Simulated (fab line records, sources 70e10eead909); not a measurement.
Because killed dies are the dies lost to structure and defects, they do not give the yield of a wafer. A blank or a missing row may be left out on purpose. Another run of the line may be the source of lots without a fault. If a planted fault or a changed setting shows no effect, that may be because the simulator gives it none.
Chamber matching | flow nandHarc | 4 sister chambers for NHARC_P_BONDPAD_ETCH_37 on rieDiel-11
The step etches the open film in N2/H2, target depth 60 nm, overetch 18 nm, time 65.91 s. 4 wafers are shown with their chamber, then 7 later ones without.

WAFERS, EACH WITH ITS CHAMBER
wafer  | chamber | showerheadPlenumPTorr (Torr)
L239.2 | 3       | 1.95
L245.6 | 0       | 1.92
L248.2 | 1       | 2.06
L248.3 | 2       | 2.13

WAFERS MISSING THEIR CHAMBER
wafer  | showerheadPlenumPTorr (Torr)
L248.6 | 1.92
L250.2 | 1.92
L250.3 | 1.95
L250.5 | 2.06
L252.3 | 1.95
L252.5 | 1.94
L252.6 | 2.13

WHICH CHAMBER EACH WENT THROUGH
wafer  | from the rows above | in truth
L248.6 | 0                   | 0
L250.2 | 0                   | 0
L250.3 | 3                   | 3
L250.5 | 1                   | 1
L252.3 | 3                   | 3
L252.5 | 3                   | 3
L252.6 | 2                   | 2
7 of 7 placed correctly. Left unplaced by these rows: 0. 0 placed wrongly.
How it was worked out, from the rows above alone: a wafer's distance from a chamber is the root of the sum, over the readings, of the square of ((its reading less the chamber's mean) divided by the reading's scatter). The wafer belongs to the nearest chamber; if the next one is less than 2 further off, it can't be placed. For every chamber, the mean is computed from those of its wafers that are shown. The scatter (one wafer shown for each chamber): square how far every hidden wafer sits from the nearest shown wafer, average those squares and take the square root.
